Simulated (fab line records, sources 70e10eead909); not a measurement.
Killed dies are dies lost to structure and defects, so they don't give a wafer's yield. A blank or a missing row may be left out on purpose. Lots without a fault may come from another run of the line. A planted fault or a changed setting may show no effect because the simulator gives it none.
fab line records | flow nand_harc
record lots=13 wafers=39 last_day=25
route steps=1159 shown P_M1@308 THIN_TSV@1118 END@1159
lots that met no fault: from a run of the same line without faults
start_h: hours from the record's first day to the start of the lot's first wafer shown | wait_h: hours since the lot's step before | " the same as in the row above | L1.1+2: a row that stands for several wafers | - no value, or no start given | * or withheld: withheld | < > ~ a bound
route shown NAME@n: a module of which the file shows steps, and the number in the route of the first | usual: mean/standard deviation of fault-free wafers | same: alike in all rows | chamber/n: place in a boat | sites: the reading at each site | _std_site: their standard deviation | _edge_site: outer sites' mean less inner sites' | radius_mm: how far each site lies from the wafer's centre | mask NAME#n: copy n | behind: the tool/chamber that last shaped the wafer | hold: why the lot was held/for how many hours/how that ended | device: the transistor (n, p or np) that didn't switch | end of line: the same wafers' tests at the end of the route | a step without rows: its recipe alone | killed: dies lost to structure and defects at the first sort, not the wafer's yield | map: a wafer's dies, x killed, . not, _ none there
set.NAME: the setting as run; set.NAME@STEP: as run at that earlier step | model.NAME: the simulator's own value behind a step, which no gauge read
steps of the route over a sample of lots; a table a step, a row a wafer
services: from which hour (start_h, from the record's first day; less than 0 if before it) a tool's chamber was out of use, for how many hours, and why
## steps
# step NHARC_P_M1_PVD_21
# recipe target_thk_a=300 chamber_pressure_pa=5 power_w=5000 substrate_temp_c=30 time_s=20.49 material=Cu
# usual throttle_valve_pct=29.7/0.8
# columns lot.wafer tool chamber start_h wait_h throttle_valve_pct
L762.3 pvd_sputter-01 - 118.33 - 28.5
L762.4 " - " " 31.0
L762.5 " - " " 28.8
L763.1 pvd_sputter-02 - 133.79 - 29.6
L763.3 " - " " 30.0
L763.6 " - " " 28.5
L764.1 pvd_sputter-03 - 140.28 - 30.3
L764.2 " - " " 31.1
L764.5 " - " " 30.3
L766.2 pvd_sputter-01 - 155.63 - 28.5
L766.6 " - " " 30.0
L766.5 " - " " 28.2
L769.2 pvd_sputter-02 - 167.96 - 29.4
L769.3 " - " " 28.8
L769.4 " - " " 29.5
L771.2 pvd_sputter-03 - 179.45 - 29.4
L771.4 " - " " 30.3
L771.5 " - " " 31.0
L770.3 pvd_sputter-01 - 179.64 - 28.5
L770.2 " - " " 28.4
L770.6 " - " " 31.0
L773.3 pvd_sputter-01 - 229.61 - 31.2
L773.4 " - " " 28.5
L773.5 " - " " 31.0
L779.4 pvd_sputter-03 - 231.36 - 30.3
L779.2 " - " " 29.5
L779.3 " - " " 30.8
L777.4 pvd_sputter-01 - 238.04 - 28.3
L777.3 " - " " 30.8
L777.2 " - " " 28.7
L782.1 pvd_sputter-03 - 243.08 - 29.3
L782.3 " - " " 30.4
L782.2 " - " " 31.1
L781.4 pvd_sputter-03 - 243.77 - 31.3
L781.3 " - " " 30.3
L781.6 " - " " 30.1
L784.2 pvd_sputter-01 - 246.34 - 30.9
L784.1 " - " " 29.5
L784.4 " - " " 28.5
# step NHARC_THIN_TSV_DESCUM_14
# recipe time_s=3 o2_flow_sccm=200 ar_flow_sccm=0 bias_power_w=0 chemistry=O2
# usual drypump_motor_current_A=5.7/0.42 oes_product_au=0.998/0.011 rf_vpp_V=57.6/0.85 showerhead_plenum_p_Torr=1.88/0.058 throttle_valve_pct=11.310/0.0092
# columns lot.wafer tool chamber start_h wait_h drypump_motor_current_A oes_product_au rf_hours_counter_h rf_vpp_V showerhead_plenum_p_Torr throttle_valve_pct
L762.4 rie_diel-01 2 444.81 - 5.1 1.003 8 57.4 1.94 11.313
L762.3 " 0 " " 6.4 1.016 7 57.6 1.92 11.284
L762.5 " 2 " " 5.1 1.005 - 57.9 1.95 11.303
L763.3 rie_diel-10 1 450.70 - 5.3 0.973 5 58.0 1.87 11.311
L763.1 " 0 " " 5.9 0.997 5 57.0 1.87 11.311
L763.6 " 1 " " 5.3 0.987 - 57.6 1.87 11.308
L764.2 rie_diel-01 0 451.75 - 6.3 1.012 7 58.8 1.92 11.299
L764.1 " 1 " " 5.6 1.005 8 58.6 1.94 11.313
L764.5 " 3 " " 5.6 0.999 - 57.6 1.80 11.307
L766.2 rie_diel-10 3 471.94 - 5.1 1.005 6 57.4 1.90 11.288
L766.6 " 0 " " 5.9 0.991 - 57.8 1.87 11.303
L766.5 " 1 " " 5.3 0.981 - 58.4 1.86 11.309
L769.4 rie_diel-01 0 481.68 - 6.4 1.010 9 56.0 1.92 11.335
L769.2 " 1 " " 5.6 0.997 10 58.3 1.94 11.308
L769.3 " 2 " " 5.1 1.007 11 57.4 1.94 11.312
L770.2 rie_diel-10 0 496.67 - 5.9 0.988 7 58.0 1.87 11.304
L770.3 " 3 " " 5.1 1.010 7 59.0 1.90 11.310
L770.6 " 1 " " 5.3 0.991 - 57.9 1.86 11.285
L771.2 rie_diel-02 1 497.87 - 6.1 1.007 16 57.5 1.79 11.314
L771.4 " 2 " " 5.4 1.012 16 57.6 1.87 11.317
L771.5 " 3 " " 6.1 1.014 - 58.3 1.77 11.320
L773.4 rie_diel-10 0 547.68 - 5.9 0.998 0 57.7 1.87 11.302
L773.3 " 1 " " 5.3 0.978 0 57.1 1.86 11.312
L773.5 " 2 " " 6.1 0.989 - 56.2 1.93 11.317
L779.4 rie_diel-10 3 549.84 - 5.1 0.998 1 58.4 1.90 11.325
L779.2 " 1 " " 5.3 0.983 0 59.0 1.86 11.320
L779.3 " 2 " " 6.1 0.993 1 56.9 1.93 11.302
L777.4 rie_diel-01 2 563.25 - 5.0 1.011 3 58.3 1.94 11.314
L777.2 " 0 " " 6.3 1.007 3 57.9 1.92 11.322
L777.3 " 1 " " 5.6 0.993 3 57.0 1.93 11.312
L782.2 rie_diel-10 1 573.75 - 5.4 0.978 3 57.6 1.86 11.303
L782.3 " 2 " " 6.1 0.996 3 56.6 1.93 11.306
L782.1 " 3 " " 5.1 0.998 3 58.6 1.90 11.311
L781.3 rie_diel-10 1 576.35 - 5.3 0.982 4 57.9 1.86 11.317
L781.6 " 1 " " 5.3 0.976 - 56.3 1.86 11.308
L781.4 " 2 " " 6.1 0.999 - 58.7 1.93 11.314
L784.2 rie_diel-01 2 585.37 - 5.1 1.004 5 56.5 1.94 11.314
L784.1 " 3 " " 5.6 1.000 5 58.1 1.80 11.315
L784.4 " 0 " " 6.4 0.997 5 57.6 1.92 11.309
# step NHARC_THIN_TSV_DEP_47
# recipe target_thk_a=2000 temp_c=withheld pressure_torr=6.5 rf_w=900 teos_flow_sccm=161.4 flow_sccm=2650 target_thk_nm=200 gas=O2 material=SiO2
# usual throttle_valve_pct=15.7/0.42
# columns lot.wafer tool chamber start_h wait_h throttle_valve_pct
L762.3 pecvd-02 1 446.66 - 16.4
L762.4 " 1 " " 16.5
L762.5 " 2 " " 15.5
L763.1 pecvd-02 0 452.38 - 15.6
L763.3 " 2 " " 15.5
L763.6 " 0 " " 15.7
L764.1 pecvd-01 2 453.42 - 16.2
L764.2 " 0 " " 15.4
L764.5 " 1 " " 15.2
L766.2 pecvd-01 0 473.95 - 15.7
L766.5 " 0 " " 15.5
L766.6 " 1 " " 15.2
L769.3 pecvd-02 0 483.40 - 15.7
L769.2 " 1 " " 16.7
L769.4 " 2 " " 15.4
L770.3 pecvd-01 2 498.34 - 16.1
L770.2 " 1 " " 15.2
L770.6 " 2 " " 16.0
L771.2 pecvd-01 0 499.61 - 15.4
L771.4 " 1 " " 15.1
L771.5 " 0 " " 15.7
L773.4 pecvd-03 2 549.60 - 15.0
L773.3 " 1 " " 15.6
L773.5 " 1 " " 16.0
L779.2 pecvd-03 2 551.58 - 14.9
L779.4 " 1 " " 16.0
L779.3 " 2 " " 15.0
L777.2 pecvd-03 1 565.03 - 16.0
L777.3 " 2 " " 14.9
L777.4 " 1 " " 15.7
L782.2 pecvd-01 2 575.58 - 16.4
L782.1 " 0 " " 15.9
L782.3 " 1 " " 15.7
L781.3 pecvd-01 2 578.43 - 16.1
L781.6 " 1 " " 15.5
L781.4 " 2 " " 16.3
L784.1 pecvd-01 0 587.07 - 16.0
L784.2 " 1 " " 15.8
L784.4 " 0 " " 15.9
# step NHARC_END_SORT_01
# recipe temp_c=25
# usual defect_limited_yield=95.4/1.8 killed_at_array=27/12 killed_at_other=0.5/0.9 killed_at_periphery=3.7/2.7 killed_dies=31/12 killed_open=3.3/2 killed_short=2.0/1.4 sort_bin_2_pct=1.4/0.74 sort_bin_3_pct=0.25/0.2 sort_bin_4_pct=2.9/1.1 sort_n_pass=646/12 sort_rim_yield_pct=96.4/2.8 sort_yield_pct=95.4/1.8
# same gross_dies=677 sort_bin_5_pct[%]=0 sort_bin_6_pct[%]=0 sort_bin_7_pct[%]=0 sort_bin_8_pct[%]=0 sort_rim_n_gross=106.00
# columns lot.wafer tool chamber start_h wait_h defect_limited_yield[%] killed_at_array killed_at_other killed_at_periphery killed_dies killed_open killed_short sort_bin_2_pct[%] sort_bin_3_pct[%] sort_bin_4_pct[%] sort_n_pass sort_rim_yield_pct[%] sort_yield_pct[%]
L762.3 prober-01 0 473.95 3.1 94.4 27 0 11 38 2 4 2.2 0 3.4 639 98.1 94.4
L762.4 prober-01 0 474.75 3.4 96.2 19 0 7 26 3 1 1.2 0 2.7 651 95.3 96.2
L762.5 prober-01 0 475.54 3.7 95.9 22 0 6 28 4 2 0.6 0 3.5 649 95.3 95.9
L764.1 prober-02 0 480.15 2.5 97.0 17 0 3 20 3 4 0.4 0.15 2.4 657 94.3 97.0
L764.2 prober-02 0 480.96 2.8 97.3 13 1 4 18 2 2 0.9 0 1.8 659 97.2 97.3
L764.5 prober-02 0 483.40 3.7 97.2 15 0 4 19 4 3 0.7 0.15 1.9 658 95.3 97.2
L763.1 prober-01 0 487.89 2.5 94.7 31 1 4 36 11 2 2.8 0.15 2.4 641 100.0 94.7
L763.3 prober-01 0 489.50 3.1 94.8 32 0 3 35 11 0 1.9 0.15 3.1 642 97.2 94.8
L763.6 prober-01 0 491.90 4.0 96.3 22 0 3 25 2 2 1.2 0.30 2.2 652 100.0 96.3
L766.2 prober-01 0 496.53 2.8 97.8 13 0 2 15 0 1 0.4 0.15 1.6 662 99.1 97.8
L766.5 prober-01 0 498.97 3.7 95.7 29 0 0 29 2 1 1.3 0 3.0 648 98.1 95.7
L766.6 prober-01 0 499.78 4.1 95.0 30 4 0 34 6 1 1.9 0.15 3.0 643 97.2 95.0
L769.2 prober-01 0 504.33 2.8 85.1 18 0 83 101 5 3 7.5 2.51 4.9 576 94.3 85.1
L769.3 prober-01 0 505.12 3.1 85.5 19 0 79 98 2 3 6.8 2.36 5.3 579 92.5 85.5
L769.4 prober-01 0 505.91 3.3 85.5 16 1 81 98 4 3 6.9 2.66 4.9 579 93.4 85.5
L771.2 prober-01 0 512.13 2.8 96.2 20 0 6 26 3 5 1.5 0 2.4 651 96.2 96.2
L771.4 prober-01 0 513.71 3.4 97.2 17 0 2 19 2 3 0.7 0.44 1.6 658 94.3 97.2
L771.5 prober-01 0 514.50 3.7 97.5 11 1 5 17 7 2 0.3 0 2.2 660 97.2 97.5
L770.2 prober-02 0 512.24 2.8 95.1 25 1 7 33 4 3 1.0 0.15 3.7 644 97.2 95.1
L770.3 prober-02 0 513.03 3.1 95.3 25 0 7 32 2 6 1.5 0.15 3.1 645 98.1 95.3
L770.6 prober-02 0 515.40 4.0 94.2 30 2 7 39 7 1 2.4 0.15 3.2 638 97.2 94.2
L773.3 prober-02 0 564.55 3.1 95.6 26 2 2 30 2 1 1.3 0.15 3.0 647 96.2 95.6
L773.4 prober-02 0 565.35 3.4 95.6 26 0 4 30 3 2 1.3 0.30 2.8 647 98.1 95.6
L773.5 prober-02 0 566.15 3.7 94.8 32 0 3 35 5 2 2.4 0.30 2.5 642 98.1 94.8
L779.2 prober-02 0 571.52 2.8 93.1 45 1 1 47 2 0 3.1 0.44 3.4 630 96.2 93.1
L779.3 prober-02 0 572.32 3.1 93.2 43 0 3 46 2 2 1.8 0.74 4.3 631 94.3 93.2
L779.4 prober-02 0 573.13 3.4 91.7 53 1 2 56 4 3 1.9 0.44 5.9 621 96.2 91.7
L777.2 prober-01 0 579.34 2.8 92.5 50 0 1 51 3 1 3.4 0.30 3.8 626 91.5 92.5
L777.3 prober-01 0 580.13 3.1 94.7 36 0 0 36 1 2 1.5 0.30 3.5 641 90.6 94.7
L777.4 prober-01 0 580.93 3.4 92.0 52 0 2 54 8 4 3.2 0.30 4.4 623 97.2 92.0
L782.1 prober-02 0 586.31 2.5 97.3 12 1 5 18 3 5 0.9 0 1.8 659 95.3 97.3
L782.2 prober-02 0 587.11 2.8 97.8 13 1 1 15 2 3 0.3 0 1.9 662 98.1 97.8
L782.3 prober-02 0 587.91 3.1 96.3 20 2 3 25 5 3 1.2 0 2.5 652 98.1 96.3
L781.3 prober-01 0 595.74 3.1 95.4 29 2 0 31 2 1 1.8 0.15 2.7 646 90.6 95.4
L781.4 prober-01 0 596.53 3.4 93.6 41 0 2 43 4 2 1.6 0.44 4.3 634 96.2 93.6
L781.6 prober-01 0 598.11 3.9 95.6 28 2 0 30 3 1 1.3 0.59 2.5 647 88.7 95.6
L784.1 prober-02 0 601.99 2.5 96.9 18 1 2 21 4 3 0.7 0.30 2.1 656 99.1 96.9
L784.2 prober-02 0 602.80 2.8 98.5 9 0 1 10 0 3 0.3 0.15 1.0 667 98.1 98.5
L784.4 prober-02 0 604.40 3.4 99.0 6 0 1 7 1 1 0 0 1.0 670 100.0 99.0
# killed by level:class
L762.3 A_CHANNEL_HOLE_D1:chamber_film_flake=11 A_SLIT:chamber_film_flake=8 P_ZERO_WELL:chamber_film_flake=3 P_STI:chamber_film_flake=3 A_STAIRCASE:chamber_film_flake=3 P_CONTACT:geometric_particle:open=2 P_GATE:chamber_film_flake=2 A_CHANNEL_FILL_D1:geometric_particle:short=1
L762.4 A_CHANNEL_HOLE_D1:chamber_film_flake=9 A_SLIT:chamber_film_flake=7 P_ZERO_WELL:chamber_film_flake=3 A_M0:geometric_particle:open=2 P_BONDPAD:chamber_film_flake=2 P_CONTACT:geometric_particle:open=1 A_M0:geometric_particle:short=1 P_STI:chamber_film_flake=1
L762.5 A_CHANNEL_HOLE_D1:chamber_film_flake=10 A_SLIT:chamber_film_flake=5 P_ZERO_WELL:chamber_film_flake=2 P_BONDPAD:chamber_film_flake=2 P_CONTACT:geometric_particle:open=1 A_ONON_D1:geometric_particle:short=1 A_ONON_D1:geometric_particle:open=1 A_CHANNEL_FILL_D1:geometric_particle:open=1
L764.1 A_M1:chamber_film_flake=4 A_WL_FILL:geometric_particle:short=3 A_CHANNEL_FILL_D1:chamber_film_flake=3 A_ZERO_WELL:chamber_film_flake=2 A_CONTACT:chamber_film_flake=2 P_CONTACT:geometric_particle:short=1 P_M2:geometric_particle:open=1 A_CHANNEL_FILL_D1:geometric_particle:open=1
L764.2 A_M1:chamber_film_flake=4 P_CONTACT:chamber_film_flake=2 A_CHANNEL_FILL_D1:chamber_film_flake=2 P_M2:geometric_particle:short=1 A_ONON_D1:geometric_particle:short=1 A_CONTACT:geometric_particle:open=1 A_M0:geometric_particle:open=1 P_GATE:chamber_film_flake=1
L764.5 A_CHANNEL_HOLE_D1:chamber_film_flake=3 A_CONTACT:geometric_particle:open=2 P_GATE:chamber_film_flake=2 A_M1:chamber_film_flake=2 A_ONON_D1:geometric_particle:short=1 A_CHANNEL_HOLE_D1:geometric_particle:short=1 A_CHANNEL_FILL_D1:geometric_particle:open=1 A_CONTACT:geometric_particle:short=1
L763.1 A_CHANNEL_HOLE_D1:chamber_film_flake=12 A_CONTACT:geometric_particle:open=5 A_CONTACT:chamber_film_flake=3 A_BLC:geometric_particle:open=2 P_GATE:chamber_film_flake=2 A_WL_FILL:chamber_film_flake=2 P_STI:geometric_particle:open=1 A_ONON_D1:geometric_particle:open=1
L763.3 A_CHANNEL_HOLE_D1:chamber_film_flake=17 A_CONTACT:geometric_particle:open=4 A_M0:geometric_particle:open=3 P_GATE:chamber_film_flake=2 A_STAIRCASE:chamber_film_flake=2 A_CONTACT:chamber_film_flake=2 P_M2:geometric_particle:open=1 A_CHANNEL_HOLE_D1:geometric_particle:open=1
L763.6 A_CHANNEL_HOLE_D1:chamber_film_flake=12 A_CONTACT:chamber_film_flake=4 A_STAIRCASE:chamber_film_flake=3 P_M0:geometric_particle:short=1 A_SOURCE_PLATE:geometric_particle:short=1 A_ONON_D1:geometric_particle:open=1 A_M0:geometric_particle:open=1 P_STI:chamber_film_flake=1
L766.2 A_CHANNEL_HOLE_D1:chamber_film_flake=7 A_STAIRCASE:chamber_film_flake=3 A_CONTACT:chamber_film_flake=3 P_STI:geometric_particle:short=1 P_STI:chamber_film_flake=1
L766.5 A_CHANNEL_HOLE_D1:chamber_film_flake=16 A_CONTACT:chamber_film_flake=6 A_STAIRCASE:chamber_film_flake=3 A_SGD_CUT:geometric_particle:short=1 A_CONTACT:geometric_particle:open=1 A_M0:geometric_particle:open=1 A_SGD_CUT:chamber_film_flake=1
L766.6 A_CHANNEL_HOLE_D1:chamber_film_flake=18 THIN_TSV:chamber_film_flake=4 A_BONDPAD:chamber_film_flake=3 A_ONON_D1:geometric_particle:open=2 A_WL_FILL:geometric_particle:open=2 A_BLC:geometric_particle:open=2 A_WL_FILL:geometric_particle:short=1 A_STAIRCASE:chamber_film_flake=1
L769.2 P_M1:unspecified=79 A_SLIT:chamber_film_flake=6 A_CONTACT:chamber_film_flake=3 A_STAIRCASE:chamber_film_flake=3 A_CONTACT:geometric_particle:open=2 P_STI:geometric_particle:open=1 P_GATE:geometric_particle:short=1 P_GATE:geometric_particle:open=1
L769.3 P_M1:unspecified=77 A_SLIT:chamber_film_flake=6 A_CONTACT:chamber_film_flake=5 A_STAIRCASE:chamber_film_flake=3 P_GATE:geometric_particle:open=1 A_CHANNEL_FILL_D1:geometric_particle:short=1 A_WL_FILL:geometric_particle:short=1 A_CONTACT:geometric_particle:short=1
L769.4 P_M1:unspecified=79 A_SLIT:chamber_film_flake=4 A_ONON_D1:geometric_particle:short=2 A_CHANNEL_HOLE_D1:chamber_film_flake=2 A_STAIRCASE:chamber_film_flake=2 P_M0:geometric_particle:open=1 P_M1:geometric_particle:open=1 A_ONON_D1:geometric_particle:open=1
L771.2 A_CHANNEL_HOLE_D1:chamber_film_flake=5 A_STAIRCASE:chamber_film_flake=5 P_STI:chamber_film_flake=3 A_CONTACT:chamber_film_flake=3 A_WL_FILL:geometric_particle:short=2 P_GATE:geometric_particle:open=1 P_M0:geometric_particle:open=1 A_ONON_D1:geometric_particle:short=1
L770.2 A_CHANNEL_HOLE_D1:chamber_film_flake=18 P_GATE:chamber_film_flake=3 A_STAIRCASE:chamber_film_flake=2 P_M0:geometric_particle:open=1 P_M1:geometric_particle:open=1 A_ONON_D1:geometric_particle:open=1 A_ONON_D1:geometric_particle:short=1 A_CHANNEL_FILL_D1:geometric_particle:short=1
L770.3 A_CHANNEL_HOLE_D1:chamber_film_flake=15 P_M0:chamber_film_flake=3 A_WL_FILL:chamber_film_flake=2 P_STI:geometric_particle:short=1 P_CONTACT:geometric_particle:short=1 P_M1:geometric_particle:short=1 A_CHANNEL_FILL_D1:geometric_particle:open=1 A_CHANNEL_FILL_D1:geometric_particle:short=1
L771.4 A_STAIRCASE:chamber_film_flake=7 A_CHANNEL_HOLE_D1:chamber_film_flake=4 A_WL_FILL:geometric_particle:short=2 A_CONTACT:chamber_film_flake=2 P_M0:geometric_particle:open=1 A_ONON_D1:geometric_particle:short=1 A_CONTACT:geometric_particle:open=1 P_STI:chamber_film_flake=1
L771.5 A_CONTACT:chamber_film_flake=3 P_M0:geometric_particle:open=2 P_STI:chamber_film_flake=2 P_GATE:geometric_particle:open=1 A_ONON_D1:geometric_particle:open=1 A_CHANNEL_FILL_D1:geometric_particle:short=1 A_STAIRCASE:geometric_particle:open=1 A_CONTACT:geometric_particle:short=1
L770.6 A_CHANNEL_HOLE_D1:chamber_film_flake=21 P_M0:chamber_film_flake=4 A_CHANNEL_FILL_D1:geometric_particle:open=3 P_M1:geometric_particle:open=2 A_STAIRCASE:chamber_film_flake=2 A_CONTACT:chamber_film_flake=2 P_M2:geometric_particle:open=1 A_CHANNEL_FILL_D1:geometric_particle:short=1
L773.3 A_CHANNEL_HOLE_D1:chamber_film_flake=18 P_GATE:chamber_film_flake=2 A_WL_FILL:chamber_film_flake=2 THIN_TSV:chamber_film_flake=2 A_STAIRCASE:geometric_particle:open=1 A_CONTACT:geometric_particle:open=1 A_CONTACT:geometric_particle:short=1 A_ZERO_WELL:chamber_film_flake=1
L773.4 A_CHANNEL_HOLE_D1:chamber_film_flake=20 P_ZERO_WELL:chamber_film_flake=2 A_WL_FILL:chamber_film_flake=2 P_GATE:geometric_particle:open=1 A_CHANNEL_FILL_D1:geometric_particle:short=1 A_CHANNEL_FILL_D1:geometric_particle:open=1 A_CONTACT:geometric_particle:short=1 A_BLC:geometric_particle:open=1
L773.5 A_CHANNEL_HOLE_D1:chamber_film_flake=20 A_CONTACT:chamber_film_flake=4 A_CONTACT:geometric_particle:open=3 P_GATE:chamber_film_flake=2 P_M1:geometric_particle:open=1 A_CHANNEL_HOLE_D1:geometric_particle:open=1 A_CHANNEL_FILL_D1:geometric_particle:short=1 A_CONTACT:geometric_particle:short=1
L779.2 A_CHANNEL_HOLE_D1:chamber_film_flake=19 A_CONTACT:chamber_film_flake=13 A_SLIT:chamber_film_flake=8 A_STAIRCASE:chamber_film_flake=2 A_CHANNEL_HOLE_D1:geometric_particle:open=1 A_BLC:geometric_particle:open=1 P_M1:chamber_film_flake=1 A_ZERO_WELL:chamber_film_flake=1
L779.3 A_CHANNEL_HOLE_D1:chamber_film_flake=16 A_CONTACT:chamber_film_flake=14 A_SLIT:chamber_film_flake=11 P_GATE:geometric_particle:short=1 P_GATE:geometric_particle:open=1 P_CONTACT:geometric_particle:open=1 A_ONON_D1:geometric_particle:short=1 A_STAIRCASE:chamber_film_flake=1
L779.4 A_CHANNEL_HOLE_D1:chamber_film_flake=18 A_SLIT:chamber_film_flake=16 A_CONTACT:chamber_film_flake=10 A_STAIRCASE:chamber_film_flake=3 P_CONTACT:geometric_particle:open=1 A_SGD_CUT:geometric_particle:short=1 A_SGD_CUT:geometric_particle:open=1 A_WL_FILL:geometric_particle:short=1
L777.2 A_CHANNEL_HOLE_D1:chamber_film_flake=22 A_SLIT:chamber_film_flake=10 A_STAIRCASE:chamber_film_flake=4 A_CONTACT:chamber_film_flake=4 A_ZERO_WELL:chamber_film_flake=2 A_WL_FILL:chamber_film_flake=2 A_ONON_D1:geometric_particle:open=1 A_ONON_D1:geometric_particle:short=1
L777.3 A_CHANNEL_HOLE_D1:chamber_film_flake=17 A_SLIT:chamber_film_flake=7 A_STAIRCASE:chamber_film_flake=3 A_CONTACT:chamber_film_flake=3 A_BLC:chamber_film_flake=3 A_CHANNEL_FILL_D1:geometric_particle:open=1 A_CHANNEL_FILL_D1:geometric_particle:short=1 A_SGD_CUT:geometric_particle:short=1
L777.4 A_CHANNEL_HOLE_D1:chamber_film_flake=20 A_SLIT:chamber_film_flake=15 A_CHANNEL_FILL_D1:geometric_particle:open=3 A_ONON_D1:geometric_particle:short=2 A_CONTACT:geometric_particle:open=2 A_STAIRCASE:chamber_film_flake=2 A_CONTACT:chamber_film_flake=2 P_M0:geometric_particle:open=1
L782.1 P_M0:geometric_particle:open=3 A_CHANNEL_HOLE_D1:chamber_film_flake=3 A_CONTACT:chamber_film_flake=3 P_M0:geometric_particle:short=2 A_ONON_D1:geometric_particle:short=1 A_CHANNEL_FILL_D1:geometric_particle:short=1 A_WL_FILL:geometric_particle:short=1 A_CHANNEL_FILL_D1:chamber_film_flake=1
L782.2 A_CONTACT:chamber_film_flake=5 A_CHANNEL_HOLE_D1:chamber_film_flake=3 A_WL_FILL:geometric_particle:short=2 P_CONTACT:geometric_particle:short=1 A_SOURCE_PLATE:geometric_particle:open=1 A_M0:geometric_particle:open=1 A_CHANNEL_FILL_D1:chamber_film_flake=1 THIN_TSV:chamber_film_flake=1
L782.3 A_CHANNEL_HOLE_D1:chamber_film_flake=7 A_CONTACT:chamber_film_flake=4 A_STAIRCASE:chamber_film_flake=3 P_CONTACT:geometric_particle:short=2 A_CONTACT:geometric_particle:open=2 THIN_TSV:chamber_film_flake=2 P_GATE:geometric_particle:open=1 A_ONON_D1:geometric_particle:open=1
L781.3 A_SLIT:chamber_film_flake=10 A_CHANNEL_HOLE_D1:chamber_film_flake=6 A_CONTACT:chamber_film_flake=3 A_M0:chamber_film_flake=3 A_CONTACT:geometric_particle:open=2 A_ZERO_WELL:chamber_film_flake=2 THIN_TSV:chamber_film_flake=2 A_ONON_D1:geometric_particle:short=1
L781.4 A_SLIT:chamber_film_flake=24 A_STAIRCASE:chamber_film_flake=5 A_ZERO_WELL:chamber_film_flake=3 A_CONTACT:chamber_film_flake=3 P_CONTACT:geometric_particle:short=2 A_CONTACT:geometric_particle:open=2 A_CHANNEL_HOLE_D1:chamber_film_flake=2 A_ONON_D1:geometric_particle:open=1
L781.6 A_SLIT:chamber_film_flake=13 A_CHANNEL_HOLE_D1:chamber_film_flake=5 A_ONON_D1:geometric_particle:open=2 A_ZERO_WELL:chamber_film_flake=2 A_STAIRCASE:chamber_film_flake=2 A_CONTACT:chamber_film_flake=2 A_CHANNEL_FILL_D1:geometric_particle:open=1 STARTING-WAFER:geometric_particle:short=1
L784.1 A_CHANNEL_HOLE_D1:chamber_film_flake=12 A_CONTACT:geometric_particle:open=2 P_STI:geometric_particle:short=1 A_CHANNEL_HOLE_D1:geometric_particle:short=1 A_CHANNEL_FILL_D1:geometric_particle:short=1 A_M0:geometric_particle:open=1 P_GATE:chamber_film_flake=1 STARTING-WAFER:geometric_particle:open=1
L784.2 A_CHANNEL_HOLE_D1:chamber_film_flake=5 P_GATE:geometric_particle:short=1 A_CHANNEL_FILL_D1:geometric_particle:short=1 A_WL_FILL:geometric_particle:short=1 A_SLIT:chamber_film_flake=1 A_CONTACT:chamber_film_flake=1
L784.4 A_CHANNEL_HOLE_D1:chamber_film_flake=3 P_M0:geometric_particle:short=1 A_CHANNEL_FILL_D1:geometric_particle:open=1 A_ZERO_WELL:chamber_film_flake=1 A_SLIT:chamber_film_flake=1
## services
# columns tool chamber start_h hours kind
pecvd-01 1 96.05 20.6 repair
rie_diel-10 0 98.37 2.9 repair
pvd_sputter-03 - 102.02 10.0 pm
pvd_sputter-03 - 116.72 3.6 repair
rie_diel-10 1 159.11 26.6 repair
pvd_sputter-01 - 165.19 10.0 pm
pecvd-01 1 169.24 20.4 repair
rie_diel-10 - 176.50 9.0 pm
rie_diel-10 3 203.34 5.7 repair
pecvd-01 - 237.38 13.0 pm
rie_diel-10 3 300.83 6.5 repair
pvd_sputter-01 - 343.19 10.0 pm
rie_diel-10 0 344.92 7.0 repair
rie_diel-10 - 353.50 9.0 pm
rie_diel-10 2 371.86 19.0 repair
rie_diel-10 2 397.82 11.9 repair
pecvd-01 - 418.55 13.0 pm
pvd_sputter-01 - 439.33 12.3 repair
rie_diel-10 0 456.52 8.1 repair
rie_diel-10 - 473.57 0.6 repair
pvd_sputter-01 - 521.19 10.0 pm
rie_diel-10 - 530.50 9.0 pm
pecvd-01 2 564.57 2.8 repair
rie_diel-10 0 567.42 21.3 repair
## key
first_sign step=NHARC_END_SORT_01 reading=killed_at_periphery direction=up sigmas=28 usual=3.7 struck=81
effect step=NHARC_END_SORT_01 reading=defect_limited_yield direction=down sigmas=5.6 usual=95.4 struck=85.4
more_kills_born_at NHARC_P_M1_PVD_21@pvd_sputter-02=235
met_at NHARC_P_M1_PVD_21
struck_lots L769
not_acting_at NHARC_THIN_TSV_DESCUM_14,NHARC_THIN_TSV_DEP_47
onset_between 133.79 167.96
fault kind=chamber_particle_source tool=pvd_sputter-02 chamber=- onset_h=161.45 steps=NHARC_P_M1_PVD_21 rate_per_visit_cm2=0.5781
